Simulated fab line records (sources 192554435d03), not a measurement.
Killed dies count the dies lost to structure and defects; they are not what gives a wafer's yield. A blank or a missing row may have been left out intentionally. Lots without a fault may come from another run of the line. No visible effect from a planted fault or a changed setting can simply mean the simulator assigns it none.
Matching of chambers + flow n5_finfet + rie_diel-01 running N5_BEOL_M5_ETCH_67: 4 sister chambers
The step etches SiARC in CF4, target depth 15.6 nm, time 26 s. 4 wafers are shown with their chamber, then 9 later ones without.

== EACH WAFER AND ITS CHAMBER ==
| wafer  | chamber | showerhead_plenum_p_Torr (Torr) |
|--------|---------|---------------------------------|
| L083.6 | 2       | 2.22                            |
| L085.4 | 3       | 2.06                            |
| L085.5 | 0       | 2.18                            |
| L085.6 | 1       | 2.05                            |

== WAFERS WITH NO CHAMBER GIVEN ==
| wafer  | showerhead_plenum_p_Torr (Torr) |
|--------|---------------------------------|
| L087.2 | 2.06                            |
| L087.3 | 2.18                            |
| L087.6 | 2.06                            |
| L091.2 | 2.18                            |
| L091.4 | 2.04                            |
| L091.5 | 2.21                            |
| L095.1 | 2.18                            |
| L095.3 | 2.04                            |
| L095.5 | 2.21                            |

== WHICH CHAMBER EACH ONE RAN IN ==
| wafer  | from the rows above     | in truth |
|--------|-------------------------|----------|
| L087.2 | can't be placed: 3 or 1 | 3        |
| L087.3 | 0                       | 0        |
| L087.6 | can't be placed: 3 or 1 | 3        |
| L091.2 | 0                       | 0        |
| L091.4 | can't be placed: 1 or 3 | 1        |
| L091.5 | 2                       | 2        |
| L095.1 | 0                       | 0        |
| L095.3 | can't be placed: 1 or 3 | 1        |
| L095.5 | 2                       | 2        |
5 of 9 placed correctly. Not placeable from these rows: 4 (in 4, the candidates include the true chamber). Number placed wrongly: 0.
How it was worked out, from the rows above alone: a wafer's distance from a chamber is the root of the sum, over the readings, of the square of ((its reading less the chamber's mean) divided by the reading's scatter). The wafer belongs to the nearest chamber; if the next one is less than 2 further off, it can't be placed. For every chamber, the mean is computed from those of its wafers that are shown. The scatter: root of mean squared gap, hidden wafer to nearest shown wafer, with one shown wafer a chamber.
